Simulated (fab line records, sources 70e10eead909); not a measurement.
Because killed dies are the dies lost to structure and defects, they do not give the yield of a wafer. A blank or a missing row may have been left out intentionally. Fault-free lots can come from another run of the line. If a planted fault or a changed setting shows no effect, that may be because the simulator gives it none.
A struck lot beside a sound one	flow nand-harc	41 steps out of a route of 1302
Sound: these wafers, L970.1, L970.3, L970.4. Struck: wafer L975.5 (L975.1, L975.6, from the same lot, were not struck and are left out); the cause is given at the end.
Per side, at each step with rows, come the tool, then ch with its chambers, and then its first start. Under that, the readings that differ: sound wafers	struck wafers	difference of the means	sigmas: that difference in standard deviations of wafers without a fault.
alike: a reading whose means differ by less than 2 such deviations, as well as words and numbers matching on both sides. not compared: withheld readings; readings where some wafer has no value; bounds like >300 that might hide an equal value; numbers whose values overlap and for which the record gives no deviation.
The two part at a step that has a row with sigmas, a row that says differs or no value, or rows on one side only. Non-overlapping numbers with no deviation appear without sigmas and do not part them. A reading missing from all wafers of one side parts the sides only when that side holds two or more wafers.

NHARC_A_M1_OVL_MEAS_10: pitch 240 nm.
  struck on overlay-02, day 27 03:45; sound on overlay-02, day 23 10:58
  alike: overlay-x-nm, overlay-y-nm
NHARC_A_M1_INSPECT_11:
  struck on defect-inspect-01, day 27 03:47; sound on defect-inspect-01, day 23 11:00
  alike: raw-defect-count
then, 3 steps without rows for these wafers: NHARC_A_M1_DESCUM_14 (chemistry O2, time 3 s); NHARC_A_M1_ETCH_35 (etches the open film in N2/H2, target depth 40 nm, overetch 12 nm, time 43.94 s); NHARC_A_M1_ETCH_15 (etches the open film in C4F8/Ar, target depth 182.5 nm, time 91.2 s).
NHARC_A_M1_CD_MEAS_16:
  struck on cd-sem-01, day 27 04:09; sound on cd-sem-03, day 23 11:22
  alike: cd-nm
NHARC_A_M1_STRIP_18: strips in N2/H2.
  sound on rie-diel-13 ch 0,1,2, day 23 11:26; struck on rie-diel-13 ch 2, day 27 04:15
  alike: drypump-motor-current-A, oes-product-au, rf-fwd-power-W, rf-vpp-V, showerhead-plenum-p-Torr, throttle-valve-pct
  not compared: rf-hours-counter-h
then, 4 steps without rows for these wafers: NHARC_A_M1_ETCH_28 (etches the open film in CF4/N2, target depth 30 nm, time 72.99 s); NHARC_A_M1_STRIP_19 (strips in post etch residue remover, time 600 s); NHARC_A_M1_DEGAS_29 (time 60 s); NHARC_A_M1_PRE_CLEAN_30 (time 30 s).
NHARC_A_M1_PVD_20: deposits TaN, target thk 5 nm, time 8.06 s.
  sound on pvd-sputter-02; struck on pvd-sputter-03
  alike: throttle-valve-pct
NHARC_A_M1_PVD_21: deposits Cu, target thk 30 nm, time 20.49 s.
  struck on pvd-sputter-03, day 27 05:07; sound on pvd-sputter-02, day 23 12:19
  alike: throttle-valve-pct
then, 1 step without rows for these wafers: NHARC_A_M1_ECD_22 (material Cu, target thk 400 nm).
NHARC_A_M1_ANNEAL_31: time 90 s.
  sound on rtp-anneal-01 ch 0, day 23 12:49; struck on rtp-anneal-01 ch 0, day 27 05:37
  alike: wafer_temp_C_max
NHARC_A_M1_CMP_23: polishes, t overpolish 20 s, target thk 154.34 nm.
  sound on cmp-02 ch 0,2,3, day 23 13:10; struck on cmp-02 ch 3, day 27 05:57
  alike: motor-current-A, time-to-endpoint-s
next, for these wafers, 1 step has no rows: NHARC_A_M1_SRD_25.
NHARC_A_M1_INSPECT_27:
  struck on defect-inspect-02, day 27 06:26; sound on defect-inspect-02, day 23 13:38
  alike: raw-defect-count
then, 2 steps without rows for these wafers: NHARC_A_M1_PRE_CLEAN_32 (time 12 s); NHARC_A_M1_DEP_33 (deposits SiCN, target thk 30 nm).
NHARC_A_BONDPAD_DEP_00: deposits SiCN, target thk 250 nm.
  the record has rows for the sound wafers here (pecvd-01 ch 0,1, day 23 14:20) and none for the struck ones
then, 1 step without rows for these wafers: NHARC_A_BONDPAD_CMP_29 (polishes SiCN, target thk 200 nm).
NHARC_A_BONDPAD_THK_MEAS_30: measures by ellipsometry.
  the record has rows for the sound wafers here (film-metro-02, day 23 14:59) and none for the struck ones
then, 10 steps without rows for these wafers: NHARC_A_BONDPAD_SRD_31; NHARC_A_BONDPAD_DEHYDRATE_01 (time 120 s); NHARC_A_BONDPAD_HMDS_02 (time 30 s); NHARC_A_BONDPAD_COAT_33 (time 65 s); NHARC_A_BONDPAD_COAT_03 (resist thk 600 nm); NHARC_A_BONDPAD_SOFTBAKE_04 (time 70 s); NHARC_A_BONDPAD_EBR_05; NHARC_A_BONDPAD_EXPOSE_06 (exposes mask A BPAD); NHARC_A_BONDPAD_PEB_07 (peb time 80 s); NHARC_A_BONDPAD_DEVELOP_08 (time 50 s).
NHARC_A_BONDPAD_CD_MEAS_09 targets a cd of 500 nm.
  the record has rows for the sound wafers here (cd-sem-02 ch 0, day 23 15:34) and none for the struck ones
NHARC_A_BONDPAD_OVL_MEAS_35:
  the record has rows for the sound wafers here (overlay-01, day 23 15:40) and none for the struck ones
then, 4 steps without rows for these wafers: NHARC_A_BONDPAD_HARDBAKE_10 (time 65 s); NHARC_A_BONDPAD_DESCUM_11 (chemistry O2, time 3 s); NHARC_A_BONDPAD_ETCH_34 (etches the open film in N2/H2, target depth 60 nm, overetch 18 nm, time 65.91 s); NHARC_A_BONDPAD_ETCH_12 (etches the open film in CHF3/O2, target depth 220 nm, time 110 s).
NHARC_A_BONDPAD_CD_MEAS_13:
  the record has rows for the sound wafers here (cd-sem-02, day 23 16:06) and none for the struck ones
NHARC_END_SORT_01:
  at this point the record logs the struck wafers (prober-01 ch 0, day 28 19:14) and has no rows for the sound ones

== WHERE THEY PART ==
First at NHARC_A_BONDPAD_DEP_00; last, within this record, at NHARC_END_SORT_01.

WHY: what had been put in by the simulator
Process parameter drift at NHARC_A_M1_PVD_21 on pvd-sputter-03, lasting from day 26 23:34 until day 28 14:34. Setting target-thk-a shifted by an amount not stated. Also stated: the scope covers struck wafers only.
